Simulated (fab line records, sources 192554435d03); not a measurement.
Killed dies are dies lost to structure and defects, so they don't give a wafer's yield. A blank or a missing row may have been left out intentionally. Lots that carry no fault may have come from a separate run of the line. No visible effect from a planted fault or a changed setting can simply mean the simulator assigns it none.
Which of the tools did it? + flow n5-finfet + Sampling: 9 lots, 27 wafers, 6 of 1938 route steps

== WHAT THE GAUGES READ, wafer by wafer ==
Not one reading of a measure or inspect step in the record can be checked against a usual standard deviation.

== TOOL THAT RAN EACH LOT (tool first, then ch and the chambers of the sampled wafers, then the start) ==
| lot  | N5_BEOL_M12_ETCH_59                | N5_BEOL_M12_ETCH_68                | N5_BEOL_M12_ETCH_38                | N5_BEOL_M12_SPUTTER_44       | N5_BEOL_M12_CMP_49            | N5_PASSIVATION_PROBE_49 |
|------|------------------------------------|------------------------------------|------------------------------------|------------------------------|-------------------------------|-------------------------|
| L696 | rie-diel-05 ch 0,1,3, day 10 12:01 | rie-diel-01 ch 0,1,2, day 10 13:17 | rie-diel-06 ch 1,3, day 10 17:40   | pvd-sputter-02, day 10 18:27 | cmp-02 ch 1,2,3, day 10 19:19 | -                       |
| L702 | rie-diel-01 ch 1,2, day 12 00:59   | rie-diel-06 ch 0,2,3, day 12 02:11 | rie-diel-05 ch 0,1,3, day 12 03:50 | pvd-sputter-02, day 12 04:28 | cmp-03 ch 0,1,3, day 12 05:09 | -                       |
| L700 | rie-diel-05 ch 1,2, day 12 04:31   | rie-diel-06 ch 0,2,3, day 12 05:51 | rie-diel-05 ch 0,2,3, day 12 06:56 | pvd-sputter-03, day 12 07:28 | cmp-02 ch 0,1,3, day 12 08:07 | -                       |
| L708 | rie-diel-01 ch 1,3, day 13 19:41   | rie-diel-05 ch 0,1,2, day 13 21:07 | rie-diel-06 ch 0,1, day 13 21:57   | pvd-sputter-02, day 13 22:32 | cmp-02 ch 0,2,3, day 13 23:11 | -                       |
| L713 | rie-diel-05 ch 0,1, day 14 10:28   | rie-diel-01 ch 0,2,3, day 14 11:37 | rie-diel-06 ch 1,2, day 14 12:43   | pvd-sputter-02, day 14 15:38 | cmp-04 ch 0,3, day 14 16:29   | -                       |
| L715 | rie-diel-06 ch 0,2,3, day 15 19:55 | rie-diel-01 ch 0,1,3, day 15 20:59 | rie-diel-01 ch 1,2,3, day 15 23:34 | pvd-sputter-03, day 16 00:23 | cmp-02 ch 0,1,2, day 16 01:01 | prober-01, day 17 21:42 |
| L717 | rie-diel-06 ch 1,3, day 16 03:39   | rie-diel-01 ch 0,2,3, day 16 04:50 | rie-diel-01 ch 2,3, day 16 06:35   | pvd-sputter-03, day 16 07:08 | cmp-03 ch 0,2,3, day 16 07:49 | -                       |
| L716 | rie-diel-06 ch 0,2, day 17 00:26   | rie-diel-05 ch 0,2,3, day 17 01:37 | rie-diel-06 ch 0,1,2, day 17 02:41 | pvd-sputter-03, day 17 03:16 | cmp-04 ch 0,1,2, day 17 04:22 | -                       |
| L719 | rie-diel-05 ch 1,2, day 17 02:49   | rie-diel-05 ch 0,2, day 17 03:59   | rie-diel-06 ch 0,1,2, day 17 08:10 | pvd-sputter-03, day 17 08:46 | cmp-02 ch 0,2, day 17 09:56   | -                       |
- N5_BEOL_M12_ETCH_59: etches BARC in N2/H2, target depth 89 nm, overetch 26.7 nm, time 67.9 s.
- N5_BEOL_M12_ETCH_68: etches SOC in N2/H2, time 285 s.
- N5_BEOL_M12_ETCH_38: etches SiCN in CF4/N2, target depth 68.7 nm, time 73.4 s.
- N5_BEOL_M12_SPUTTER_44: material Ta, target thk 10 nm, time 16.13 s.
- N5_BEOL_M12_CMP_49: polishes, stops on SiOC, t overpolish 20.6 s, target thk 320 nm.
- N5_PASSIVATION_PROBE_49

== WHAT THE TOOLS THEMSELVES READ (means of the sampled wafers that have a number; where no wafer has one, the mark that the record gives instead) ==
N5_BEOL_M12_ETCH_59. Usual: drypump-motor-current-A 5.7 A, standard deviation 0.48; oes-product-au 0.69 a.u., standard deviation 0.078; rf-vpp-V 525 V, standard deviation 3.3; showerhead-plenum-p-Torr 2.57 Torr, standard deviation 0.12; throttle-valve-pct 17.9 %, standard deviation 0.31.
| lot  | tool        | drypump-motor-current-A (A) | oes-product-au (a.u.) | rf-vpp-V (V) | showerhead-plenum-p-Torr (Torr) | throttle-valve-pct (%) | flag |
|------|-------------|-----------------------------|-----------------------|--------------|---------------------------------|------------------------|------|
| L696 | rie-diel-05 | 5.7                         | 0.68                  | 523          | 2.52                            | 18.1                   |      |
| L702 | rie-diel-01 | 6.2                         | 0.66                  | 523          | 2.55                            | 17.9                   |      |
| L700 | rie-diel-05 | 5.9                         | 0.78                  | 529          | 2.71                            | 17.7                   |      |
| L708 | rie-diel-01 | 5.8                         | 0.66                  | 524          | 2.51                            | 18.0                   |      |
| L713 | rie-diel-05 | 6.2                         | 0.70                  | 524          | 2.58                            | 18.2                   |      |
| L715 | rie-diel-06 | 5.8                         | 0.69                  | 527          | 2.65                            | 17.8                   |      |
| L717 | rie-diel-06 | 5.8                         | 0.66                  | 525          | 2.57                            | 17.9                   |      |
| L716 | rie-diel-06 | 5.8                         | 0.73                  | 527          | 2.68                            | 17.7                   |      |
| L719 | rie-diel-05 | 5.8                         | 0.72                  | 527          | 2.69                            | 17.8                   |      |

N5_BEOL_M12_ETCH_68. Usual: drypump-motor-current-A 5.7 A, standard deviation 0.47; oes-product-au 0.81 a.u., standard deviation 0.099; rf-vpp-V 524 V, standard deviation 3.4; showerhead-plenum-p-Torr 2.56 Torr, standard deviation 0.12; throttle-valve-pct 17.76 %, standard deviation 0.3.
| lot  | tool        | drypump-motor-current-A (A) | oes-product-au (a.u.) | rf-vpp-V (V) | showerhead-plenum-p-Torr (Torr) | throttle-valve-pct (%) | flag |
|------|-------------|-----------------------------|-----------------------|--------------|---------------------------------|------------------------|------|
| L696 | rie-diel-01 | 6.0                         | 0.72                  | 524          | 2.56                            | 17.79                  |      |
| L702 | rie-diel-06 | 5.8                         | 0.73                  | 524          | 2.56                            | 17.82                  |      |
| L700 | rie-diel-06 | 5.8                         | 0.73                  | 526          | 2.56                            | 17.82                  |      |
| L708 | rie-diel-05 | 5.8                         | 0.82                  | 525          | 2.58                            | 17.88                  |      |
| L713 | rie-diel-01 | 5.7                         | 0.86                  | 524          | 2.55                            | 17.46                  |      |
| L715 | rie-diel-01 | 5.6                         | 0.86                  | 523          | 2.52                            | 17.65                  |      |
| L717 | rie-diel-01 | 5.7                         | 0.84                  | 524          | 2.54                            | 17.49                  |      |
| L716 | rie-diel-05 | 5.3                         | 0.82                  | 522          | 2.49                            | 17.69                  |      |
| L719 | rie-diel-05 | 5.3                         | 0.75                  | 521          | 2.44                            | 18.00                  |      |

N5_BEOL_M12_ETCH_38. Usual: drypump-motor-current-A 5.8 A, standard deviation 0.43; oes-product-au 0.82 a.u., standard deviation 0.1; rf-vpp-V 382.7 V, standard deviation 2.4; showerhead-plenum-p-Torr 2.22 Torr, standard deviation 0.093; throttle-valve-pct 15.41 %, standard deviation 0.24.
| lot  | tool        | drypump-motor-current-A (A) | oes-product-au (a.u.) | rf-vpp-V (V) | showerhead-plenum-p-Torr (Torr) | throttle-valve-pct (%) | flag |
|------|-------------|-----------------------------|-----------------------|--------------|---------------------------------|------------------------|------|
| L696 | rie-diel-06 | 5.7                         | 0.89                  | 382.0        | 2.23                            | 15.42                  |      |
| L702 | rie-diel-05 | 5.7                         | 0.77                  | 381.8        | 2.18                            | 15.62                  |      |
| L700 | rie-diel-05 | 5.3                         | 0.78                  | 381.7        | 2.18                            | 15.48                  |      |
| L708 | rie-diel-06 | 5.8                         | 0.83                  | 382.0        | 2.21                            | 15.43                  |      |
| L713 | rie-diel-06 | 5.7                         | 0.91                  | 382.4        | 2.23                            | 15.29                  |      |
| L715 | rie-diel-01 | 5.9                         | 0.91                  | 381.3        | 2.20                            | 15.19                  |      |
| L717 | rie-diel-01 | 6.0                         | 0.89                  | 382.1        | 2.22                            | 15.11                  |      |
| L716 | rie-diel-06 | 5.8                         | 0.83                  | 383.5        | 2.26                            | 15.37                  |      |
| L719 | rie-diel-06 | 5.8                         | 0.83                  | 384.0        | 2.26                            | 15.38                  |      |

N5_BEOL_M12_SPUTTER_44. Usual: cathode-dc-power-W 15000 W, standard deviation 2.6; throttle-valve-pct 30.0 %, standard deviation 1.5.
| lot  | tool           | cathode-dc-power-W (W) | throttle-valve-pct (%) | flag |
|------|----------------|------------------------|------------------------|------|
| L696 | pvd-sputter-02 | 15000                  | 29.7                   |      |
| L702 | pvd-sputter-02 | 14999                  | 30.1                   |      |
| L700 | pvd-sputter-03 | 15001                  | 29.6                   |      |
| L708 | pvd-sputter-02 | 13219                  | 30.6                   | OFF  |
| L713 | pvd-sputter-02 | 13217                  | 29.1                   | OFF  |
| L715 | pvd-sputter-03 | 14997                  | 30.1                   |      |
| L717 | pvd-sputter-03 | 15002                  | 29.6                   |      |
| L716 | pvd-sputter-03 | 15000                  | 31.3                   |      |
| L719 | pvd-sputter-03 | 15003                  | 30.3                   |      |

N5_BEOL_M12_CMP_49. Usual: barrier-field-endpoint-s 30.4 s, standard deviation 0.81; motor-current-A 6.1 A, standard deviation 0.77; platen-rpm 50.00 rpm, standard deviation 0.039; slurry-flow-ml-min 150.0, standard deviation 0.49.
| lot  | tool   | barrier-field-endpoint-s (s) | motor-current-A (A) | platen-rpm (rpm) | slurry-flow-ml-min | flag |
|------|--------|------------------------------|---------------------|------------------|--------------------|------|
| L696 | cmp-02 | 30.5                         | 6.3                 | 50.03            | 150.1              |      |
| L702 | cmp-03 | 30.5                         | 6.3                 | 50.01            | 149.7              |      |
| L700 | cmp-02 | 30.4                         | 6.3                 | 50.01            | 149.4              |      |
| L708 | cmp-02 | 27.8                         | 6.7                 | 49.93            | 150.6              | OFF  |
| L713 | cmp-04 | 30.1                         | 4.9                 | 49.99            | 150.1              |      |
| L715 | cmp-02 | 30.2                         | 6.8                 | 50.01            | 149.8              |      |
| L717 | cmp-03 | 31.8                         | 6.5                 | 50.05            | 149.8              |      |
| L716 | cmp-04 | 30.3                         | 6.0                 | 49.97            | 150.1              |      |
| L719 | cmp-02 | 29.9                         | 7.1                 | 49.97            | 149.9              |      |

N5_PASSIVATION_PROBE_49. Usual: defect-limited-yield 90.9 %, standard deviation 1.5; killed_at_M0_to_M3 35, standard deviation 10; killed_at_M4_up 14, standard deviation 5.2; killed-at-contacts 13, standard deviation 7.3; killed-at-front-end 42, standard deviation 12; killed-at-other 3.4, standard deviation 2.5; killed-dies 108, standard deviation 18; killed-open 70, standard deviation 13; killed-short 35, standard deviation 8; sort_bin_5_function 5.4 %, standard deviation 1; sort_bin_6_memory 3.4 %, standard deviation 0.71; sort_bin_8_speed 0.00 %, standard deviation 0.0099; sort-n-pass 1072, standard deviation 18; sort-yield-pct 90.9 %, standard deviation 1.5.
| lot  | tool      | defect-limited-yield (%) | killed_at_M0_to_M3 | killed_at_M4_up | killed-at-contacts | killed-at-front-end | killed-at-other | killed-dies | killed-open | killed-short | sort_bin_5_function (%) | sort_bin_6_memory (%) | sort_bin_8_speed (%) | sort-n-pass | sort-yield-pct (%) | flag |
|------|-----------|--------------------------|--------------------|-----------------|--------------------|---------------------|-----------------|-------------|-------------|--------------|-------------------------|-----------------------|----------------------|-------------|--------------------|------|
| L715 | prober-01 | 91.9                     | 27                 | 9               | 7                  | 48                  | 3.3             | 95          | 62          | 28           | 5.1                     | 2.8                   | 0.00                 | 1085        | 91.9               |      |

== THE ANSWER, worked out from the rows above alone ==
Rule: a lot is off if the mean of its wafers that have a number lies more than 3 standard deviations from the usual mean. Also off: a lot with no number at a reading for which 4 or more lots have one. The other lots that the step has rows for count as sound. After the gauges, taken in route order, come the tools' own readings; for these a lot's mean is taken, as printed above. The first step at which some lot is off is used, and at that step the reading that is off furthest; a lot without a number counts as furthest.
Off at N5_BEOL_M12_SPUTTER_44 (cathode-dc-power-W): L708, L713.
If a tool, at that step or one of the process steps before it, ran each lot that is off and ran no sound lot following the first of them, it fits. One fits: pvd-sputter-02 at N5_BEOL_M12_SPUTTER_44. A fault onset in the window from L702 (day 12 04:28, its last sound lot) to L708 (day 13 22:32, its first lot off) fits.
On the lots that are off, the tool's own readings at N5_BEOL_M12_SPUTTER_44 differ by more than 5 times the standard deviation of the sound lots' means, which bears it out; cathode-dc-power-W reads 13218 W there versus 15000 W on the sound lots.

== WHAT WAS PUT IN BY THE SIMULATOR ==
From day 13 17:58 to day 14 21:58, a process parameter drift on pvd-sputter-02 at N5_BEOL_M12_SPUTTER_44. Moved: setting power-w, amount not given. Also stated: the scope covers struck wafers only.
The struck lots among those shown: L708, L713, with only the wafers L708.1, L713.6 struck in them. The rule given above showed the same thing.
